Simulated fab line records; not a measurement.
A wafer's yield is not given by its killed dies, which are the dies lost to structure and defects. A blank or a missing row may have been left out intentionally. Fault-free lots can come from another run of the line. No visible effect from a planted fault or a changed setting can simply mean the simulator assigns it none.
Comparing a struck lot with a sound one :: flow n5_finfet :: 13 out of 1938 route steps
Sound: wafers L497.1, L497.4, L497.5. Struck: wafer L501.1 (left out: L501.4, L501.6 of the same lot, which were not struck); the cause appears at the end.
At each step with rows: each side's tool, then ch and its chambers, then its first start. Under that, the readings that differ: sound wafers :: struck wafers :: difference of the means :: sigmas: that difference in standard deviations of wafers without a fault.
alike: a reading whose means differ by less than 2 such deviations, as well as words and numbers matching on both sides. not compared: withheld readings; readings where some wafer has no value; bounds like >300 that might hide an equal value; numbers whose values overlap and for which the record gives no deviation.
A row with sigmas, a row that says differs or no value, or rows on one side alone: a step with any of these is where the two part. When numbers do not overlap yet have no deviation, they are printed without sigmas and do not part them. Lack of a reading on every wafer of one side parts them only where that side has two or more wafers.

N5_HKMG_FIN_CMP_94: polishes, stops on SiNx, t overpolish 4.7 s, target thk 43.299 nm.
  sound on cmp-01 ch 0,1,3, day 5 06:32; struck on cmp-01 ch 2, day 6 05:23
  alike: motor_current_A, retaining_ring_pressure_frac
N5_HKMG_FIN_INSPECT_28: inspects for defects (darkfield).
  struck on defect_inspect-01, day 6 05:35; sound on defect_inspect-02, day 5 06:42
  alike: raw_defect_count
then, 1 step without rows for these wafers: N5_GATE_CUT_ETCHBACK_00 (etches W in SF6/Cl2).
N5_GATE_CUT_ETCH_56: etches TiN in Cl2/Ar, target depth 21.6 nm.
  sound on rie_metal-03 ch 1, day 5 06:52; struck on rie_metal-01 ch 0, day 6 05:45
reading: drypump_motor_current_A (A)
sound: 5.6 5.6 5.6
struck: 6.5
difference: +0.9
sigmas: +2
  alike: he_backside_leak_sccm, oes_product_au, throttle_valve_pct
  not compared: rf_hours_counter_h
then, 1 step without rows for these wafers: N5_GATE_CUT_ETCHBACK_30 (etches TiN in Cl2/Ar, target depth 3 nm).
N5_GATE_CUT_VAPOR_ETCH_60: etches HfO2 in BCl3/Cl2.
  sound on rie_metal-03 ch 1, day 5 06:59; struck on rie_metal-01 ch 0, day 6 05:52
reading: drypump_motor_current_A (A)
sound: 5.6 5.6 5.6
struck: 6.5
difference: +0.9
sigmas: +2
  alike: he_backside_leak_sccm, oes_product_au
N5_GATE_CUT_ETCH_58: etches SiNx in CH3F/O2, target depth 17 nm, time 128.6 s.
  sound on rie_diel-04 ch 1,2, day 5 07:04; struck on rie_diel-05 ch 1, day 6 05:55
  alike: drypump_motor_current_A, oes_product_au, rf_vpp_V, showerhead_plenum_p_Torr, throttle_valve_pct
  not compared: rf_hours_counter_h
then, 3 steps without rows for these wafers: N5_GATE_CUT_STRIP_59 (strips in N2/H2, time 20 s); N5_GATE_CUT_PRECLEAN_31 (cleans in DIW, time 300 s); N5_GATE_CUT_SRD_32 (time 30 s).
N5_GATE_CUT_SAC_CAP_01: material SiNx, target thk 24 nm, pulse time 1 s, ald cycles 480.
  sound on ald_sin-04 ch 0,2,3, day 5 07:23; struck on ald_sin-04 ch 1, day 6 06:14
  alike: heater_power_w, precursor_pulse_height_rel
N5_GATE_CUT_PECVD_57: deposits SiNx from SiH4/NH3/N2, target thk 21 nm.
  sound on pecvd-03 ch 1,2, day 5 09:35; struck on pecvd-04 ch 0, day 6 08:26
reading: model.SiNx_of_GATE_CUT_PECVD_57.thk_nm (nm)
sound: 21.2 21.4 21.2
struck: 33
difference: +12
sigmas: 
  alike: heater_power_w, showerhead_plenum_p_Torr, throttle_valve_pct
N5_GATE_CUT_CMP_02: polishes, stops on SiO2, t overpolish 12.7 s, target thk 0 nm.
  sound on cmp-04 ch 0,1,2, day 5 09:39; struck on cmp-04 ch 2, day 6 08:32
reading: time_to_endpoint_s (s)
sound: 20.9 20.7 25.8
struck: 40.5
difference: +18.0
sigmas: +6
  alike: motor_current_A, retaining_ring_pressure_frac

## WHERE THEY PART
First at N5_GATE_CUT_ETCH_56; last, within this record, at N5_GATE_CUT_CMP_02.

WHY: what had been put in by the simulator
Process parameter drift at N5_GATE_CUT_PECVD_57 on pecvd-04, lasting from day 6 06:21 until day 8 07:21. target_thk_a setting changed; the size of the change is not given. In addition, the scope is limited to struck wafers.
